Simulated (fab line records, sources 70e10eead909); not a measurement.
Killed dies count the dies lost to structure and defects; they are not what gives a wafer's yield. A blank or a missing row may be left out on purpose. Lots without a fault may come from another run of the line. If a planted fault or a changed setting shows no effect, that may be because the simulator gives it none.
Which tool is to blame? || flow nand_harc || 33 wafers from 11 lots sampled at 4 of the route's 1302 steps

## WHAT EACH GAUGE READ, for each wafer
NHARC_P_GATE_CD_MEAS_59: the cd target is 720 nm.
{"lot": "L263", "measured": "day 6 01:44", "on": "cd_sem-01", "cd_nm (nm)": "720.4 720.0 718.0"}
{"lot": "L265", "measured": "day 6 21:00", "on": "cd_sem-03", "cd_nm (nm)": "719.4 719.9 719.9"}
{"lot": "L268", "measured": "day 7 21:43", "on": "cd_sem-03", "cd_nm (nm)": "720.8 717.7 718.6"}
{"lot": "L269", "measured": "day 8 10:33", "on": "cd_sem-03", "cd_nm (nm)": "715.1 712.3 713.5 715.1 712.6 713.6"}
{"lot": "L279", "measured": "day 12 15:54", "on": "cd_sem-01", "cd_nm (nm)": "720.9 721.2 720.4"}
{"lot": "L280", "measured": "day 13 04:18", "on": "cd_sem-03", "cd_nm (nm)": "716.9 716.9 717.6"}
{"lot": "L281", "measured": "day 13 08:55", "on": "cd_sem-03", "cd_nm (nm)": "719.5 719.6 717.1"}
{"lot": "L283", "measured": "day 14 03:58", "on": "cd_sem-03", "cd_nm (nm)": "718.4 718.4 717.3"}
{"lot": "L282", "measured": "day 14 03:46", "on": "cd_sem-02", "cd_nm (nm)": "717.2 717.7 719.8"}
{"lot": "L284", "measured": "day 15 01:07", "on": "cd_sem-03", "cd_nm (nm)": "719.2 718.8 716.9"}
{"lot": "L285", "measured": "day 15 08:39", "on": "cd_sem-02", "cd_nm (nm)": "719.3 718.3 718.8"}

## WHICH TOOL RAN EACH LOT (tool, then ch and the chambers of the sampled wafers, then the start)
{"lot": "L263", "NHARC_P_GATE_DESCUM_31": "rie_diel-02 ch 1,2, day 5 10:23", "NHARC_P_GATE_ETCH_114": "rie_diel-02 ch 0,3, day 6 01:35 or earlier", "NHARC_P_GATE_EXPOSE_56": "krf_scanner-03 ch 0, day 6 01:35"}
{"lot": "L265", "NHARC_P_GATE_DESCUM_31": "rie_diel-12 ch 0,2,3, day 6 07:39", "NHARC_P_GATE_ETCH_114": "rie_diel-12 ch 0,3, day 6 20:51 or earlier", "NHARC_P_GATE_EXPOSE_56": "krf_scanner-03 ch 0, day 6 20:51"}
{"lot": "L268", "NHARC_P_GATE_DESCUM_31": "rie_diel-02 ch 1,2, day 7 08:20", "NHARC_P_GATE_ETCH_114": "rie_diel-02 ch 2,3, day 7 21:33 or earlier", "NHARC_P_GATE_EXPOSE_56": "krf_scanner-03 ch 0, day 7 21:33"}
{"lot": "L269", "NHARC_P_GATE_DESCUM_31": "rie_diel-12 ch 2,3, day 7 20:54", "NHARC_P_GATE_ETCH_114": "rie_diel-12 ch 0,2, day 8 10:24 or earlier", "NHARC_P_GATE_EXPOSE_56": "krf_scanner-04 ch 0, day 8 10:24"}
{"lot": "L279", "NHARC_P_GATE_DESCUM_31": "rie_diel-12 ch 0,1,2, day 12 02:32", "NHARC_P_GATE_ETCH_114": "rie_diel-12 ch 1,2,3, day 12 15:44 or earlier", "NHARC_P_GATE_EXPOSE_56": "krf_scanner-04 ch 0, day 12 15:44"}
{"lot": "L280", "NHARC_P_GATE_DESCUM_31": "rie_diel-04 ch 0,2, day 12 14:56", "NHARC_P_GATE_ETCH_114": "rie_diel-04 ch 0,1,3, day 13 04:08 or earlier", "NHARC_P_GATE_EXPOSE_56": "krf_scanner-04 ch 0, day 13 04:08"}
{"lot": "L281", "NHARC_P_GATE_DESCUM_31": "rie_diel-12 ch 1,2, day 12 19:24", "NHARC_P_GATE_ETCH_114": "rie_diel-12 ch 0,1, day 13 08:47 or earlier", "NHARC_P_GATE_EXPOSE_56": "krf_scanner-01 ch 0, day 13 08:47"}
{"lot": "L283", "NHARC_P_GATE_DESCUM_31": "rie_diel-02 ch 0,1,3, day 13 14:12", "NHARC_P_GATE_ETCH_114": "rie_diel-02 ch 0,2,3, day 14 03:49 or earlier", "NHARC_P_GATE_EXPOSE_56": "krf_scanner-03 ch 0, day 14 03:49"}
{"lot": "L282", "NHARC_P_GATE_DESCUM_31": "rie_diel-12 ch 0,1,3, day 13 14:26", "NHARC_P_GATE_ETCH_114": "rie_diel-12 ch 0,1,3, day 14 03:37 or earlier", "NHARC_P_GATE_EXPOSE_56": "krf_scanner-04 ch 0, day 14 03:37"}
{"lot": "L284", "NHARC_P_GATE_DESCUM_31": "rie_diel-04 ch 1,2, day 14 11:44", "NHARC_P_GATE_ETCH_114": "rie_diel-04 ch 0,1, day 15 00:58 or earlier", "NHARC_P_GATE_EXPOSE_56": "krf_scanner-03 ch 0, day 15 00:58"}
{"lot": "L285", "NHARC_P_GATE_DESCUM_31": "rie_diel-04 ch 0,3, day 14 19:25", "NHARC_P_GATE_ETCH_114": "rie_diel-04 ch 0,2,3, day 15 08:30 or earlier", "NHARC_P_GATE_EXPOSE_56": "krf_scanner-03 ch 0, day 15 08:30"}
- NHARC_P_GATE_DESCUM_31: chemistry O2, time 3 s.
- NHARC_P_GATE_ETCH_114: etches the open film in CF4/O2, target depth 30 nm, overetch 3 nm, time 16.5 s.
- NHARC_P_GATE_EXPOSE_56: exposes mask P PSD, target cd 720 nm.

## THE ANSWER, worked out from the rows above alone
Rule: usual is defined by the lots themselves. Put in order of their means at a reading, lots are off if they are a third of the lots or fewer, leave a main group of 4 or more, and stand apart from it by a gap of 3 or more times the standard deviation of the main group's means; of several such gaps the widest counts. A main group is skipped when, at the precision printed for the reading in the tables above, its means are all equal. Also off: a lot with no number at a reading for which 4 or more lots have one. The other lots that the step has rows for count as sound.
Off: L269 (NHARC_P_GATE_CD_MEAS_59, cd_nm). The main group has a mean of 718.8 nm with a standard deviation of 0.97.
If a tool, at a process step before that reading, ran all the lots that are off and no sound lot after the first of them, it fits. The gauges at NHARC_P_GATE_CD_MEAS_59 are tried like those tools. With no start given for some of its lots, NHARC_P_GATE_ETCH_114 uses the hours and lot order of NHARC_P_GATE_EXPOSE_56. None of those tried fits.

## WHAT WAS PUT IN BY THE SIMULATOR
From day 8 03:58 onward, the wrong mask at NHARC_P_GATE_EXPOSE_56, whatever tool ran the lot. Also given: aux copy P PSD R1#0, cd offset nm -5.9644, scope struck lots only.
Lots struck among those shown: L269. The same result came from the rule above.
